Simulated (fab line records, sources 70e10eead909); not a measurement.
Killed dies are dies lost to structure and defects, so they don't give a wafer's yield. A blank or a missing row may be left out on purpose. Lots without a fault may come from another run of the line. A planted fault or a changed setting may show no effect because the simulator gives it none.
Chamber matching | flow nand_harc | NHARC_A_CONTACT_DEP_29 on pecvd-04: 3 sister chambers
The step deposits SiON, target thk 70 nm. 6 wafers are shown with their chamber, then 8 later ones without.

WAFERS WITH THEIR CHAMBER
wafer  | chamber | heater_power_w (W) | rf_fwd_power_W (W)
L084.6 | 1       | 726                | 345.8
L087.3 | 1       | 634                | 346.2
L088.1 | 2       | 770                | 346.1
L088.2 | 0       | 695                | 349.1
L088.6 | 2       | 783                | 346.8
L094.1 | 0       | 675                | 349.1

WAFERS WITHOUT THEIR CHAMBER
wafer  | heater_power_w (W) | rf_fwd_power_W (W)
L094.4 | 739                | 349.3
L094.6 | 686                | 347.3
L093.4 | 790                | 349.0
L093.5 | 730                | 347.4
L093.6 | 670                | 346.6
L097.1 | 665                | 348.2
L097.2 | 752                | 348.9
L097.6 | 634                | 347.2

WHICH CHAMBER EACH WENT THROUGH
wafer  | from the rows above          | in truth
L094.4 | 0                            | 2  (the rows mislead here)
L094.6 | can't be placed: 2 or 1 or 0 | 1
L093.4 | 0                            | 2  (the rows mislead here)
L093.5 | can't be placed: 2 or 1      | 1
L093.6 | can't be placed: 1 or 2      | 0
L097.1 | 0                            | 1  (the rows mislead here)
L097.2 | 0                            | 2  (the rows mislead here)
L097.6 | can't be placed: 1 or 2      | 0
Placed correctly: 0 of 8. Can't be placed from these rows: 4 (the true chamber is among the candidates in 2). Placed wrongly: 4.
How it was worked out, from the rows above alone: a wafer's distance from a chamber is the root of the sum, over the readings, of the square of ((its reading less the chamber's mean) divided by the reading's scatter). The wafer belongs to the nearest chamber; if the next one is less than 2 further off, it can't be placed. A chamber's mean is the mean of its shown wafers. The scatter: the root of (the sum of the squares of (reading less its chamber's mean) over the shown wafers, divided by (wafers less chambers)).
